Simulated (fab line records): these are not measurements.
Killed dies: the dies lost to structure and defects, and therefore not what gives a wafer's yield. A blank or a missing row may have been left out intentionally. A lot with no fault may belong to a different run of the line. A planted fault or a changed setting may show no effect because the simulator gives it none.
Which tool was responsible? / flow n5_finfet / 11 lots with 33 wafers sampled at 3 steps, on a route of 1938 steps

WHAT EACH GAUGE READ, for each wafer
N5_BEOL_M5_OVL_MEAS_12.
lot=L152; measured=day 10 09:05; on=overlay-01; M5_OVL (nm)=-0.3 -0.4 0.5
lot=L150; measured=day 10 09:16; on=overlay-02; M5_OVL (nm)=0.1 0.4 -1.7
lot=L161; measured=day 12 13:43; on=overlay-02; M5_OVL (nm)=-0.5 0.3 -0.1
lot=L162; measured=day 12 17:21; on=overlay-02; M5_OVL (nm)=-1.2 -0.8 -0.6
lot=L163; measured=day 12 22:14; on=overlay-01; M5_OVL (nm)=-0.6 -0.1 -0.7
lot=L164; measured=day 13 04:44; on=overlay-01; M5_OVL (nm)=0.3 -0.7 0.9
lot=L167; measured=day 14 01:26; on=overlay-01; M5_OVL (nm)=-1.3 -0.7 -0.7
lot=L168; measured=day 14 05:25; on=overlay-01; M5_OVL (nm)=-1.0 -0.4 -1.3
lot=L169; measured=day 14 08:47; on=overlay-01; M5_OVL (nm)=-0.7 -0.5 -0.4
lot=L170; measured=day 14 20:05; on=overlay-01; M5_OVL (nm)=-1.1 -1.8 -1.6
lot=L171; measured=day 15 09:03; on=overlay-01; M5_OVL (nm)=0.0 -0.3 1.1

WHAT TOOL EACH LOT RAN ON (gives the tool, then ch and the chambers of the sampled wafers, and finally the start)
lot=L152; N5_BEOL_M5_CURE_79=uv_cure-01 ch 2, day 10 06:52; N5_BEOL_M5_HM_DEP_02=pvd_sputter-02, day 10 08:40
lot=L150; N5_BEOL_M5_CURE_79=uv_cure-03 ch 2, day 10 07:02; N5_BEOL_M5_HM_DEP_02=pvd_sputter-03, day 10 08:51
lot=L161; N5_BEOL_M5_CURE_79=uv_cure-03 ch 0, day 12 12:02; N5_BEOL_M5_HM_DEP_02=pvd_sputter-02, day 12 13:10
lot=L162; N5_BEOL_M5_CURE_79=uv_cure-01 ch 2, day 12 15:12; N5_BEOL_M5_HM_DEP_02=pvd_sputter-01, day 12 16:55
lot=L163; N5_BEOL_M5_CURE_79=uv_cure-01 ch 2, day 12 17:31; N5_BEOL_M5_HM_DEP_02=pvd_sputter-02, day 12 21:37
lot=L164; N5_BEOL_M5_CURE_79=uv_cure-03 ch 2, day 13 02:52; N5_BEOL_M5_HM_DEP_02=pvd_sputter-02, day 13 04:11
lot=L167; N5_BEOL_M5_CURE_79=uv_cure-03 ch 2, day 14 00:04; N5_BEOL_M5_HM_DEP_02=pvd_sputter-02, day 14 01:01
lot=L168; N5_BEOL_M5_CURE_79=uv_cure-03 ch 0, day 14 04:26; N5_BEOL_M5_HM_DEP_02=pvd_sputter-03, day 14 04:58
lot=L169; N5_BEOL_M5_CURE_79=uv_cure-01 ch 1, day 14 06:40; N5_BEOL_M5_HM_DEP_02=pvd_sputter-01, day 14 08:21
lot=L170; N5_BEOL_M5_CURE_79=uv_cure-01 ch 0, day 14 16:43; N5_BEOL_M5_HM_DEP_02=pvd_sputter-02, day 14 19:40
lot=L171; N5_BEOL_M5_CURE_79=uv_cure-02 ch 0, day 15 07:17; N5_BEOL_M5_HM_DEP_02=pvd_sputter-03, day 15 08:30
- N5_BEOL_M5_CURE_79: cures SiCOH lowk, time 240 s.
- N5_BEOL_M5_HM_DEP_02: deposits TiN, target thk 20 nm.

THE ANSWER, worked out from the rows above alone
Rule: usual is defined by the lots themselves. Put in order of their means at a reading, lots are off if they are a third of the lots or fewer, leave a main group of 4 or more, and stand apart from it by a gap of 3 or more times the standard deviation of the main group's means; of several such gaps the widest counts. If all means in a main group match to the digits the tables above print for the reading, that group is not used. A lot without any number at a reading at which 4 lots or more have one is off too. All remaining lots with rows at the step are treated as sound.
None of the lots is off at any reading shown; this tells nothing.

WHAT THE SIMULATOR HAD INSERTED
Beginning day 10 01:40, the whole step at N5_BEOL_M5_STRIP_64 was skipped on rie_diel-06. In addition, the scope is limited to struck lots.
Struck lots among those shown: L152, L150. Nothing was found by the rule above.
